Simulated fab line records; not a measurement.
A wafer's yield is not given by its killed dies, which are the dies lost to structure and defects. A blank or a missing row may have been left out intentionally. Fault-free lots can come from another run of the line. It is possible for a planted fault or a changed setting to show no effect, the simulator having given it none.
The tool behind it: which one? -- flow n5-finfet -- 33 wafers from 11 lots sampled at 3 of the route's 1938 steps

## WHAT EACH GAUGE READ, for each wafer
N5_BEOL_M8_CD_MEAS_18: pitch 80 nm, target cd 40 nm.
lot,measured,on,cd-nm (nm)
L852,day 9 16:08,cd-sem-02,40.1 39.9 39.7
L853,day 9 17:08,cd-sem-02,40.0 41.1 40.3
L854,day 9 19:42,cd-sem-01,40.4 38.7 40.1
L855,day 9 23:34,cd-sem-01,40.5 40.8 40.3
L856,day 10 13:49,cd-sem-02,40.9 40.8 41.0
L860,day 11 18:41,cd-sem-03,39.2 39.0 39.6
L865,day 13 03:31,cd-sem-03,40.9 39.6 40.1
L869,day 13 17:36,cd-sem-03,41.7 40.6 40.8
L866,day 14 01:16,cd-sem-03,39.4 39.8 39.9
L870,day 14 06:38,cd-sem-01,41.5 40.8 41.7
L871,day 15 15:34,cd-sem-02,38.8 39.1 40.1

## WHAT TOOL EACH LOT RAN ON (gives the tool, then ch and the chambers of the sampled wafers, and finally the start)
lot,N5_BEOL_M8_DESCUM_16,N5_BEOL_M8_HM_OPEN_17
L852,"rie-diel-02 ch 0,2,3, day 9 15:41","rie-metal-02 ch 0,1, day 9 15:58"
L853,"rie-diel-06 ch 0,2,3, day 9 16:35","rie-metal-01 ch 0,1, day 9 16:51"
L854,"rie-diel-06 ch 0,1, day 9 19:14","rie-metal-03 ch 0,1, day 9 19:31"
L855,"rie-diel-06 ch 0,3, day 9 23:01","rie-metal-01 ch 1, day 9 23:19"
L856,"rie-diel-01 ch 0,1, day 10 13:16","rie-metal-01 ch 1, day 10 13:36"
L860,"rie-diel-01 ch 0,1,2, day 11 18:13","rie-metal-01 ch 0,1, day 11 18:30"
L865,"rie-diel-01 ch 0,2, day 13 03:03","rie-metal-02 ch 0, day 13 03:20"
L869,"rie-diel-02 ch 0,1, day 13 16:59","rie-metal-03 ch 0,1, day 13 17:16"
L866,"rie-diel-06 ch 0,1, day 14 00:45","rie-metal-03 ch 0,1, day 14 01:02"
L870,"rie-diel-02 ch 0,2,3, day 14 06:09","rie-metal-01 ch 0,1, day 14 06:26"
L871,"rie-diel-02 ch 1,3, day 15 15:07","rie-metal-02 ch 0,1, day 15 15:23"
- N5_BEOL_M8_DESCUM_16: chemistry O2, time 7.9 s.
- N5_BEOL_M8_HM_OPEN_17: chemistry Cl2/BCl3, target TiN, target depth 20 nm, overetch 6 nm.

## THE ANSWER, worked out from the rows above alone
Rule: usual is defined by the lots themselves. The widest of any qualifying gaps counts: lots, ordered by their means at a reading, are off when they make up no more than a third of the lots, leave a main group of 4 or more, and stand apart from it by 3 or more times the standard deviation of that group's means. The tables above print the reading to a certain number of digits; a main group whose means all agree to those digits is not used. A lot without any number at a reading at which 4 lots or more have one is off too. The other lots that the step has rows for count as sound.
No lot is off on any of the readings shown, so nothing can be concluded from this.

## WHAT THE SIMULATOR HAD PUT IN
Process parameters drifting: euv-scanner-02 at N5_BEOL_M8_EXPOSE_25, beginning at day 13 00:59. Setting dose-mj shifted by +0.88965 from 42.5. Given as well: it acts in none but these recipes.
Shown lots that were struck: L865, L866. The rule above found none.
